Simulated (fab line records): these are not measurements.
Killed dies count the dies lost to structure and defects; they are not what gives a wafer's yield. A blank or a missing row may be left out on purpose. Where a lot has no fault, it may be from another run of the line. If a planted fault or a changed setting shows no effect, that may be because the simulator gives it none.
A lot that was struck, set against a sound lot + flow nand harc + 15 out of 1159 route steps
Sound: the wafers L617.1, L617.4, L617.6. Struck: wafer L625.5 (left out: L625.1, a lot-mate that was not struck); the cause follows at the end.
Per side, at each step with rows, come the tool, then ch with its chambers, and then its first start. Under that, the readings that differ: sound wafers + struck wafers + difference of the means + sigmas: that difference in standard deviations of wafers without a fault.
alike: readings with means less than 2 such deviations apart, plus words and numbers identical on both sides. not compared: withheld readings, readings lacking a value on some wafer, bounds such as >300 that could conceal the same value, and numbers that have no deviation in the record and whose values overlap.
The two part at a step that has a row with sigmas, a row that says differs or no value, or rows on one side only. Numbers that have no deviation but don't overlap get no sigmas and don't part them. A reading that every wafer of one side lacks parts them only if that side has two wafers or more.

first, 8 steps without rows for these wafers: NHARC_A_SGD_CUT_COAT_56 (time 75 s); NHARC_A_SGD_CUT_COAT_57 (time 65 s); NHARC_A_SGD_CUT_COAT_03 (resist thk 90 nm); NHARC_A_SGD_CUT_SOFTBAKE_04 (time 55 s); NHARC_A_SGD_CUT_EBR_05; NHARC_A_SGD_CUT_EXPOSE_06 (exposes mask SGD); NHARC_A_SGD_CUT_PEB_07 (peb time 65 s); NHARC_A_SGD_CUT_DEVELOP_08 (develop time 35 s).
NHARC_A_SGD_CUT_CD_MEAS_09: the cd target is 100 nm.
  sound on cd sem-03 ch 0, day 17 00:10; struck on cd sem-01 ch 0, day 19 17:37
  alike: cd nm
NHARC_A_SGD_CUT_OVL_MEAS_10:
  sound on overlay-01, day 17 00:16; struck on overlay-02, day 19 17:43
  alike: overlay x nm, overlay y nm
NHARC_A_SGD_CUT_INSPECT_11:
  sound on defect inspect-01, day 17 00:17; struck on defect inspect-02, day 19 17:44
  alike: raw defect count
NHARC_A_SGD_CUT_DESCUM_14: chemistry O2, time 3 s.
  sound on rie diel-05 ch 0,2, day 17 00:22; struck on rie diel-05 ch 2, day 19 17:49
  alike: drypump motor current A, oes product au, rf vpp V, showerhead plenum p Torr, throttle valve pct
  not compared: rf hours counter h
NHARC_A_SGD_CUT_ETCH_58: etches the open film in CF4, target depth 39 nm, time 65 s.
  sound on rie diel-05 ch 0,1, day 17 00:28; struck on rie diel-05 ch 0, day 19 17:55
| reading          | sound          | struck | difference | sigmas |
|------------------|----------------|--------|------------|--------|
| run length s (s) | 86.2 85.6 86.4 | 61.0   | -25.1      | -63    |
  alike: drypump motor current A, oes product au, rf vpp V, showerhead plenum p Torr, throttle valve pct
  not compared: rf fwd power W, rf hours counter h
NHARC_A_SGD_CUT_ETCH_59: etches the open film in N2/H2, target depth 260 nm, time 406.25 s.
  sound: rie diel-05 ch 0,1,2; struck: rie diel-05 ch 3
  alike: drypump motor current A, oes product au, rf fwd power W, rf vpp V, run length s, showerhead plenum p Torr, throttle valve pct
  not compared: rf hours counter h
-- the record jumps here: 5 days lie between the struck wafers' starts before and after (it left off in module A_SGD_CUT and takes up again in module END, whose first step shown is number 1159 of the route) --
NHARC_END_SORT_01:
  here the record holds rows for the struck wafers (prober-01 ch 0, day 24 22:43) but none for the sound ones

## WHERE THEY PART
First at NHARC_A_SGD_CUT_ETCH_58; last, within this record, at NHARC_END_SORT_01.

WHY: whatever the simulator had introduced
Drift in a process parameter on rie diel-05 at NHARC_A_SGD_CUT_ETCH_58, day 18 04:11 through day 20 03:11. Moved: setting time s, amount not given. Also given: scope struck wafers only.
